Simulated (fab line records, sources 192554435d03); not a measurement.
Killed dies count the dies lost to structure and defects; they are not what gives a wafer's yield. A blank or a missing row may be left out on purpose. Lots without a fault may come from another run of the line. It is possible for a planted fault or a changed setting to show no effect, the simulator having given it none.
fab line records | flow n5Finfet
record lots=8 wafers=23 lastDay=18
route steps=1938 shown BEOL_M1@768 BEOL_M4@1111
lots untouched by any fault: they come from a run of this same line in which no faults occurred
startH: hours from the record's opening day to when the first of the lot's shown wafers began | waitH: hours since the lot's step before | " identical to the entry in the row above | L1.1+2: a single row standing in for several wafers | - either no value or no given start | * or withheld: withheld | < > ~ a bound
route shown NAME@n: names a module that has steps shown in the file, with the first one's number in the route | usual: average and standard deviation across the fault-free wafers | same: alike in all rows | chamber/n: place in a boat | sites: each site's reading | _std_site: standard deviation across them | _edge_site: outer sites' mean less inner sites' | radiusMm: how far each site lies from the wafer's centre | mask NAME#n: copy n | behind: the last tool/chamber to shape the wafer | hold: cause of the lot's hold/its duration in hours/its outcome | device: the transistor (n, p or np) that didn't switch | end of line: the tests these same wafers got at the end of their route | a step without rows: its recipe alone | killed: dies that structure and defects cost at the first sort, which is not the same as the wafer's yield | map: shows each die of a wafer: x if killed, . if not, _ if none is there
set.NAME: the setting the step ran with; set.NAME@STEP: the setting that earlier step ran with | model.NAME: the simulator's own value behind a step, which no gauge read
route steps across a sampled set of lots; one table per step, one row per wafer
services: from which hour (startH, from the record's first day; less than 0 if before it) a tool's chamber was out of use, for how many hours, and why
## steps
# step N5_BEOL_M1_ETCH_74
# recipe chemistry=N2/H2 target=underlayer targetDepthA=65 maskMaterial=CAR-EUV timeS=5.2 ionEnergyEv=200 pressureMtorr=30 sourceW=840 biasW=150 n2FlowSccm=200 h2FlowSccm=200 ends=cleared
# usual drypumpMotorCurrentA=5.5/0.35 etchRfOnTimeS=5.23/0.16 h2FlowSccm=200.0/0.59 oesProductAu=0.67/0.075 rfVppV=523.7/2.9 showerheadPlenumPTorr=2.55/0.099 throttleValvePct=17.91/0.22
# columns lot.wafer tool chamber startH waitH drypumpMotorCurrentA etchRfOnTimeS h2FlowSccm oesProductAu rfHoursCounterH rfVppV showerheadPlenumPTorr throttleValvePct
L901.1 rieDiel-02 1 120.76 0.0 6.0 5.14 200.3 0.62 183 523.1 2.51 17.88
L901.5 " 1 " " 6.0 5.15 199.8 0.62 - 520.7 2.51 17.87
L901.6 " 0 " " 4.8 5.32 200.4 0.60 - 522.4 2.53 18.32
L905.1 rieDiel-06 0 145.20 0.0 5.6 4.97 199.9 0.65 145 522.9 2.67 18.05
L905.3 " 3 " " 5.2 5.19 200.1 0.75 33 526.9 2.72 17.70
L905.5 " 0 " " 5.6 5.02 199.5 0.65 - 525.2 2.67 18.06
L909.5 rieDiel-04 0 175.89 0.0 5.6 5.18 199.9 0.74 - 521.2 2.48 17.79
L909.6 " 3 " " 5.4 5.20 200.6 0.62 - 525.3 2.64 17.95
L914.1 rieDiel-06 0 209.81 0.0 5.6 5.08 200.9 0.64 164 525.8 2.66 18.10
L914.2 " 3 " " 5.2 5.19 198.6 0.73 47 528.7 2.72 17.71
L914.5 " 2 " " 6.1 5.10 200.6 0.66 - 524.7 2.55 17.94
L919.1 rieDiel-04 2 231.75 0.0 5.7 5.40 199.7 0.62 181 519.9 2.41 17.74
L919.2 " 3 " " 5.4 5.36 200.1 0.60 213 526.9 2.63 17.99
L919.5 " 2 " " 5.7 5.39 199.4 0.59 - 521.3 2.41 17.72
L921.3 rieDiel-02 3 246.98 0.0 5.7 5.11 199.5 0.73 61 527.2 2.70 18.25
L921.4 " 1 " " 6.0 5.23 199.7 0.59 - 524.1 2.49 17.95
L921.5 " 2 " " 5.8 5.05 199.3 0.78 - 521.2 2.47 17.41
L922.1 rieDiel-06 0 247.12 0.0 5.6 5.07 199.5 0.62 175 525.2 2.66 18.09
L922.4 " 3 " " 5.2 5.14 200.1 0.72 58 528.5 2.71 17.72
L922.6 " 1 " " 5.4 5.02 199.0 0.70 - 519.7 2.46 18.04
L923.2 rieDiel-04 2 251.82 0.0 5.7 5.28 198.7 0.60 188 518.4 2.41 17.76
L923.3 " 0 " " 5.6 5.34 199.1 0.71 71 523.2 2.47 17.83
L923.4 " 0 " " 5.6 5.39 199.1 0.71 - 521.2 2.47 17.81
# step N5_BEOL_M1_ETCH_63
# recipe chemistry=CF4 target=SiARC targetDepthA=156 maskMaterial=CAR-EUV timeS=26 ionEnergyEv=80 pressureMtorr=40 sourceW=545 biasW=36 Ar_flow_sccm=100 cf4FlowSccm=100 ends=cleared
# usual drypumpMotorCurrentA=5.5/0.35 etchRfOnTimeS=26.2/0.85 oesProductAu=0.67/0.073 rfVppV=184.0/1.2 showerheadPlenumPTorr=2.15/0.069 throttleValvePct=15.65/0.21
# columns lot.wafer tool chamber startH waitH drypumpMotorCurrentA etchRfOnTimeS oesProductAu rfHoursCounterH rfVppV showerheadPlenumPTorr throttleValvePct
L901.1 rieDiel-02 1 120.78 0.0 5.9 26.1 0.61 183 184.9 2.14 15.79
L901.5 " 1 " " 6.0 26.1 0.61 - 182.4 2.14 15.78
L901.6 " 0 " " 4.8 26.8 0.60 - 183.8 2.14 15.97
L905.1 rieDiel-06 0 145.22 0.0 5.6 25.1 0.64 145 184.9 2.23 15.65
L905.3 " 3 " " 5.2 26.1 0.75 33 184.4 2.26 15.30
L905.5 " 0 " " 5.6 25.1 0.66 - 183.9 2.23 15.63
L909.5 rieDiel-04 0 175.92 0.0 5.6 26.6 0.73 - 184.0 2.11 15.50
L909.6 " 3 " " 5.4 25.8 0.62 - 183.8 2.22 15.78
L914.1 rieDiel-06 0 209.83 0.0 5.5 25.2 0.64 164 186.5 2.22 15.66
L914.2 " 3 " " 5.2 26.5 0.73 47 186.4 2.26 15.34
L914.5 " 2 " " 6.1 25.6 0.65 - 183.4 2.14 15.62
L919.1 rieDiel-04 2 231.76 0.0 5.7 26.7 0.60 181 183.6 2.05 15.65
L919.2 " 3 " " 5.4 26.2 0.60 213 185.9 2.21 15.83
L919.5 " 2 " " 5.7 26.8 0.60 - 182.6 2.05 15.65
L921.3 rieDiel-02 3 247.00 0.0 5.7 25.3 0.74 61 186.0 2.25 15.78
L921.4 " 1 " " 6.0 26.3 0.59 - 183.2 2.12 15.87
L921.5 " 2 " " 5.8 25.0 0.79 - 183.5 2.10 15.22
L922.1 rieDiel-06 0 247.13 0.0 5.5 25.5 0.62 175 185.6 2.22 15.69
L922.4 " 3 " " 5.2 25.9 0.71 58 187.0 2.25 15.34
L922.6 " 1 " " 5.4 25.2 0.71 - 183.4 2.09 15.83
L923.2 rieDiel-04 2 251.84 0.0 5.7 26.1 0.61 188 183.7 2.05 15.66
L923.3 " 0 " " 5.7 27.2 0.71 71 183.2 2.10 15.55
L923.4 " 0 " " 5.7 27.2 0.70 - 184.2 2.10 15.55
# step N5_BEOL_M1_ETCH_77
# recipe chemistry=N2/H2 target=underlayer targetDepthA=65 maskMaterial=CAR-EUV timeS=5.2 ionEnergyEv=200 pressureMtorr=30 sourceW=840 biasW=150 n2FlowSccm=200 h2FlowSccm=200 ends=cleared
# usual drypumpMotorCurrentA=5.5/0.34 etchRfOnTimeS=5.18/0.14 h2FlowSccm=200.0/0.59 oesProductAu=0.67/0.064 rfVppV=524.4/2.8 showerheadPlenumPTorr=2.57/0.098 throttleValvePct=17.94/0.21
# columns lot.wafer tool chamber startH waitH drypumpMotorCurrentA etchRfOnTimeS h2FlowSccm oesProductAu rfHoursCounterH rfVppV showerheadPlenumPTorr throttleValvePct
L901.1 rieDiel-04 2 121.65 0.0 5.7 5.42 199.5 0.62 147 519.1 2.43 17.68
L901.5 " 0 " " 5.6 5.37 200.6 0.74 - 521.9 2.49 17.74
L901.6 " 3 " " 5.4 5.24 200.5 0.62 - 526.6 2.65 17.93
L905.1 rieDiel-04 2 146.58 0.0 5.7 5.40 200.9 0.61 153 520.7 2.42 17.71
L905.3 " 1 " " 5.0 5.52 199.3 0.59 215 523.2 2.51 18.09
L905.5 " 3 " " 5.4 5.22 200.5 0.62 - 526.7 2.64 17.93
L909.5 rieDiel-06 2 176.90 0.0 6.1 5.13 199.1 0.65 - 525.7 2.56 17.97
L909.6 " 0 " " 5.6 5.09 200.1 0.63 - 526.4 2.67 18.06
L914.1 rieDiel-02 0 210.69 0.0 4.8 5.36 199.4 0.57 242 520.6 2.52 18.35
L914.2 " 1 " " 6.0 5.18 201.1 0.60 211 521.6 2.50 17.94
L914.5 " 1 " " 6.0 5.18 200.4 0.61 - 520.3 2.49 17.93
L919.1 rieDiel-06 3 232.83 0.0 5.3 5.13 200.0 0.73 54 526.8 2.71 17.73
L919.2 " 0 " " 5.6 5.11 200.6 0.64 172 523.5 2.66 18.10
L919.5 " 2 " " 6.1 5.12 200.0 0.66 - 524.5 2.55 17.95
L921.3 rieDiel-06 1 247.86 0.0 5.4 5.12 199.7 0.70 82 521.9 2.46 18.04
L921.4 " 3 " " 5.2 5.24 199.3 0.72 58 526.2 2.71 17.76
L921.5 " 3 " " 5.2 5.25 200.0 0.71 - 528.0 2.71 17.73
L922.1 rieDiel-06 2 248.10 0.0 6.1 5.09 201.0 0.65 150 521.9 2.55 17.97
L922.4 " 0 " " 5.6 5.05 199.6 0.63 176 526.3 2.66 18.12
L922.6 " 0 " " 5.6 5.10 199.2 0.62 - 527.2 2.66 18.11
L923.2 rieDiel-02 1 252.82 0.0 6.0 5.22 200.1 0.59 225 523.2 2.49 17.94
L923.3 " 2 " " 5.8 5.03 200.8 0.76 35 522.3 2.47 17.44
L923.4 " 2 " " 5.8 5.06 200.6 0.77 - 520.9 2.47 17.44
# step N5_BEOL_M1_VIA_ETCH_34
# recipe chemistry=C4F6/O2 targetDepthA=678 maskMaterial=SOC pressureMtorr=15 ionEnergyEv=250 taperDeg=4 timeS=64.4 sourceW=350 biasW=170 Ar_flow_sccm=300 C4F6_flow_sccm=10 O2_flow_sccm=10
# usual O2_flow_sccm=10.003/0.03 drypumpMotorCurrentA=5.6/0.39 oesProductAu=0.78/0.093 rfVppV=677/20 showerheadPlenumPTorr=2.84/0.082 throttleValvePct=30.80/0.29
# columns lot.wafer tool chamber startH waitH O2_flow_sccm drypumpMotorCurrentA oesProductAu rfHoursCounterH rfVppV showerheadPlenumPTorr throttleValvePct
L901.1 rieDiel-04 2 122.90 0.0 10.016 5.7 0.73 147 655 2.73 30.44
L901.5 " 2 " " 9.990 5.7 0.73 - 656 2.73 30.45
L901.6 " 1 " " 9.979 5.0 0.68 - 701 2.80 30.95
L905.1 rieDiel-04 3 148.27 0.0 9.980 5.4 0.71 186 656 2.95 30.62
L905.3 " 2 " " 10.002 5.7 0.72 154 655 2.72 30.46
L905.5 " 3 " " 10.004 5.4 0.72 - 657 2.95 30.63
L909.5 rieDiel-04 0 179.83 0.0 10.016 5.7 1.20 - 687 2.80 31.06
L909.6 " 1 " " 9.968 5.0 0.67 - 701 2.79 30.97
L914.1 rieDiel-02 0 212.21 0.0 10.038 4.7 0.68 243 679 2.84 31.49
L914.2 " 2 " " 10.027 5.8 0.92 21 656 2.81 30.73
L914.5 " 2 " " 10.058 5.8 0.92 - 658 2.81 30.74
L919.1 rieDiel-02 3 235.94 0.0 10.037 5.7 0.86 56 666 2.96 30.70
L919.2 " 1 " " 9.951 6.0 0.70 219 711 2.80 30.71
L919.5 " 1 " " 10.028 6.0 0.70 - 712 2.80 30.71
L921.3 rieDiel-02 2 250.48 0.0 10.024 5.8 0.90 34 655 2.80 30.74
L921.4 " 2 " " 10.044 5.8 0.91 - 658 2.80 30.73
L921.5 " 3 " " 9.994 5.7 0.86 - 665 2.96 30.70
L922.1 rieDiel-06 0 250.67 0.0 9.977 5.6 0.73 176 658 2.96 31.07
L922.4 " 3 " " 10.087 5.2 0.84 59 703 3.00 30.44
L922.6 " 2 " " 9.940 6.1 0.76 - 675 2.80 30.34
L923.2 rieDiel-02 0 263.96 0.0 9.973 4.8 0.98 3 681 2.84 31.18
L923.3 " 2 " " 9.998 5.8 0.89 38 656 2.80 30.75
L923.4 " 1 " " 9.975 6.0 0.70 228 710 2.79 30.70
# step N5_BEOL_M4_RC_MEAS_101
# usual DIBL_N=37.5/2.5 DIBL_P=38/3.1 IOFF_N=0.19/0.059 IOFF_P=0.24/0.061 ION_N=679/16 ION_P=465/9.8 SS_N=72.0/0.8 SS_P=73.7/0.86 VT_N=248/4.5 VT_P=-249/3.5
# columns lot.wafer tool chamber startH waitH DIBL_N[mV/V] DIBL_P[mV/V] IOFF_N[nA/um] IOFF_P[nA/um] ION_N[uA/um] ION_P[uA/um] SS_N[mV/dec] SS_P[mV/dec] VT_N[mV] VT_P[mV]
L901.1 prober-02 0 163.35 0.0 34.1 36 0.12 0.20 659 459 70.6 72.8 254 -249
L901.5 " 0 " " 37.8 37 0.18 0.22 678 466 72.3 73.5 251 -250
L901.6 " 0 " " 39.7 40 0.23 0.27 679 459 72.7 74.2 248 -245
L905.1 prober-02 0 188.58 0.0 37.5 38 0.19 0.24 679 463 71.3 73.4 249 -248
L905.3 " 0 " " 41.0 43 0.31 0.37 711 480 72.8 75.0 238 -242
L905.5 " 0 " " 37.7 38 0.18 0.25 683 469 72.1 73.4 248 -247
L909.5 prober-01 0 237.80 0.8 37.1 37 0.14 0.20 651 452 71.5 73.1 252 -251
L909.6 " 0 " " 38.0 39 0.17 0.25 687 469 71.9 73.7 250 -245
L914.1 prober-02 0 257.03 0.0 37.5 37 0.20 0.30 706 489 70.9 73.4 242 -244
L914.2 " 0 " " 36.4 34 0.16 0.23 689 470 72.0 72.9 249 -248
L914.5 " 0 " " 36.5 35 0.18 0.26 684 479 71.7 72.7 249 -244
L919.1 prober-02 0 284.19 0.0 34.5 35 0.14 0.21 668 462 70.9 73.5 249 -249
L919.2 " 0 " " 36.0 35 0.14 0.20 668 459 71.2 73.8 251 -250
L919.5 " 0 " " 39.9 40 0.24 0.28 696 475 71.8 74.1 244 -246
L922.1 prober-01 0 310.43 0.0 38.6 42 0.21 0.29 685 475 72.0 74.4 247 -249
L922.4 " 0 " " 39.0 39 0.20 0.23 676 455 71.8 74.7 247 -251
L922.6 " 0 " " 39.9 41 0.23 0.26 687 466 72.2 74.6 245 -249
L921.3 prober-02 0 310.66 0.3 40.5 38 0.23 0.26 684 465 72.7 73.8 246 -249
L921.4 " 0 " " 38.6 36 0.17 0.22 662 460 73.0 73.4 250 -249
L921.5 " 0 " " 39.9 38 0.21 0.25 687 466 71.8 74.0 250 -248
L923.2 prober-02 0 312.12 0.2 37.5 39 0.18 0.22 679 466 72.5 73.7 251 -252
L923.3 " 0 " " 34.7 35 0.13 0.17 673 459 71.5 73.4 254 -252
L923.4 " 0 " " 37.5 40 0.19 0.26 677 463 72.1 74.5 248 -249
## services
# columns tool chamber startH hours kind
rieDiel-02 3 98.29 13.9 repair
rieDiel-02 - 99.37 0.4 repair
rieDiel-02 2 112.20 - clean
rieDiel-02 2 112.20 - consumableReplace:focusRing
rieDiel-02 2 112.20 20.4 scheduledDown
rieDiel-02 2 112.20 20.4 ventCycle
rieDiel-04 - 115.63 0.3 repair
rieDiel-06 3 176.37 19.3 repair
rieDiel-04 0 222.79 11.3 repair
rieDiel-04 2 228.08 2.4 repair
rieDiel-02 0 234.65 - clean
rieDiel-02 0 234.65 - consumableReplace:focusRing
rieDiel-02 0 234.65 19.3 scheduledDown
rieDiel-02 0 234.65 19.3 ventCycle
rieDiel-04 1 249.86 - clean
rieDiel-04 1 249.86 - consumableReplace:focusRing
rieDiel-04 1 249.86 12.2 scheduledDown
rieDiel-04 1 249.86 12.2 ventCycle
## key
firstSign step=N5_BEOL_M1_VIA_ETCH_34 reading=oesProductAu direction=up sigmas=4.5 usual=0.78 struck=1.20
effect none on later readings
metAt N5_BEOL_M1_VIA_ETCH_34
struckLots L909
struckWafers L909.5
notActingAt N5_BEOL_M1_ETCH_74,N5_BEOL_M1_ETCH_63,N5_BEOL_M1_ETCH_77
onsetBetween 148.27 179.83
fault kind=processParameterDrift tool=rieDiel-04 chamber=- onsetH=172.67 steps=N5_BEOL_M1_VIA_ETCH_34 channel=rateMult offset=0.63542 shape=step endH=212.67 scope=struckWafersOnly
